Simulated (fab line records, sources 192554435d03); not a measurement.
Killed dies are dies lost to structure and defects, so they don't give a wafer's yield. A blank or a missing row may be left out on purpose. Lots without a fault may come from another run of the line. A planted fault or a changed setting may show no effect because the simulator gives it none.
A struck lot beside a sound one | flow n5_finfet | 37 steps out of a route of 1938
Sound: wafers L169.1, L169.2, L169.6. Struck: wafer L171.5. (L171.6 of the same lot was not struck and is left out.) The cause comes at the end.
At each step with rows: each side's tool, then ch and its chambers, then its first start. Under that, the readings that differ: sound wafers | struck wafers | difference of the means | sigmas: that difference in standard deviations of wafers without a fault.
alike: readings whose means differ by less than 2 such deviations, and words and numbers that are the same on both sides. not compared: withheld readings, readings that some wafer has no value for, bounds like >300 that may hide the same value, and numbers for which the record gives no deviation and whose values overlap.
The two part at a step that has a row with sigmas, a row that says differs or no value, or rows on one side only. Numbers that don't overlap but have no deviation are shown without sigmas and don't part them. A reading that every wafer of one side lacks parts them only if that side has two wafers or more.

first, 8 steps without rows for these wafers: N5_BEOL_M5_ANNEAL_51 (time 90 s); N5_BEOL_M5_CMP_52 (polishes, stops on SiCOH lowk, t overpolish 6.9 s, target thk 62 nm); N5_BEOL_M5_PRE_CLEAN_77 (time 15 s); N5_BEOL_M5_CO_CAP_78 (material Co, precursor CCTBA/H2, target thk 2 nm, time 102.1 s); N5_BEOL_M5_PRE_CLEAN_55 (time 15 s); N5_BEOL_M5_DEP_56 (deposits SiCN from 3MS/NH3, target thk 8 nm, time 14 s); N5_BEOL_M6_ILD_DEP_00 (deposits SiCOH lowk from DEMS/porogen, target thk 179.75 nm, time 33.4 s); N5_BEOL_M6_CURE_74 (cures SiCOH lowk, time 240 s).
N5_BEOL_M6_PECVD_70: deposits SiO2 from TEOS/O2, target thk 20 nm, time 22.7 s.
  sound on pecvd-04 ch 0,2, day 14 07:05; struck on pecvd-02 ch 0, day 14 05:53
  reading                                    | sound          | struck | difference | sigmas
  model.SiO2_of_BEOL_M6_PECVD_70.thk_nm (nm) | 19.8 19.8 19.8 | 24.8   | +5.0       |
  alike: heater_power_w, showerhead_plenum_p_Torr, throttle_valve_pct
  not compared: since_wet_clean_h
then, 25 steps without rows for these wafers: N5_BEOL_M6_HM_DEP_02 (deposits TiN, target thk 20 nm); N5_BEOL_M6_COAT_59 (time 60 s, resist thk 100 nm); N5_BEOL_M6_COAT_60 (time 60 s, resist thk 35 nm); N5_BEOL_M6_COAT_05 (resist thk 90 nm); N5_BEOL_M6_EBR_07; N5_BEOL_M6_SOFTBAKE_06 (time 60 s); N5_BEOL_M6_EXPOSE_08 (exposes mask M6); N5_BEOL_M6_PEB_09 (peb time 60 s); N5_BEOL_M6_DEVELOP_10 (develop time 30 s); N5_BEOL_M6_DESCUM_16 (chemistry O2, time 7.9 s); N5_BEOL_M6_ETCH_61 (etches SiARC in CF4, target depth 45.5 nm, time 75.8 s); N5_BEOL_M6_ETCH_62 (etches SOC in N2/H2, target depth 110 nm, overetch 22 nm, time 165 s); N5_BEOL_M6_STRIP_68 (strips in N2/H2); N5_BEOL_M6_STRIP_67 (strips in CF4); N5_BEOL_M6_HM_OPEN_17 (chemistry Cl2/BCl3, target TiN, target depth 20 nm, overetch 6 nm); N5_BEOL_M6_STRIP_19 (strips in O2); N5_BEOL_M6_COAT_63 (time 60 s, resist thk 60 nm); N5_BEOL_M6_COAT_64 (time 60 s, resist thk 12 nm); N5_BEOL_M6_COAT_71 (time 60 s, resist thk 5 nm); N5_BEOL_M6_COAT_22 (resist thk 30 nm); N5_BEOL_M6_EBR_24; N5_BEOL_M6_SOFTBAKE_23 (time 60 s); N5_BEOL_M6_EXPOSE_25 (exposes mask V5, target cd 40 nm); N5_BEOL_M6_PEB_26 (peb time 60 s); N5_BEOL_M6_DEVELOP_27 (develop time 30 s).
N5_BEOL_M6_HM_STRIP_39: strips TiN in peroxide tin strip, target depth 25 nm, time 158 s.
  sound on wet_bench-05 ch 0,6,7, day 14 09:52; struck on wet_bench-05 ch 6, day 14 09:10
  reading                                    | sound          | struck | difference | sigmas
  model.SiO2_of_BEOL_M6_PECVD_70.thk_nm (nm) | 19.8 19.8 19.8 | 24.6   | +4.8       |
  alike: bath_guard_temp_C
N5_BEOL_M6_CMP_52: polishes, stops on SiCOH lowk, t overpolish 6.9 s, target thk 80 nm.
  sound on cmp-04 ch 0,1,3, day 14 13:31; struck on cmp-04 ch 3, day 14 11:47
  reading                      | sound          | struck | difference | sigmas
  barrier_field_endpoint_s (s) | 28.4 28.4 28.7 | 35.1   | +6.6       | +8
  alike: clearing_platen_rpm, motor_current_A, platen_rpm, slurry_flow_ml_min
-- the record jumps here: 4 days lie between the struck wafers' starts before and after (it left off in module BEOL_M6 and takes up again in module PASSIVATION, whose first step shown is number 1936 of the route) --
N5_PASSIVATION_PROBE_49:
  the record has rows for the struck wafers here (prober-01, day 18 08:50) and none for the sound ones

WHERE THEY PART
First at N5_BEOL_M6_CMP_52; last, within this record, at N5_PASSIVATION_PROBE_49.

WHY: what the simulator had put in
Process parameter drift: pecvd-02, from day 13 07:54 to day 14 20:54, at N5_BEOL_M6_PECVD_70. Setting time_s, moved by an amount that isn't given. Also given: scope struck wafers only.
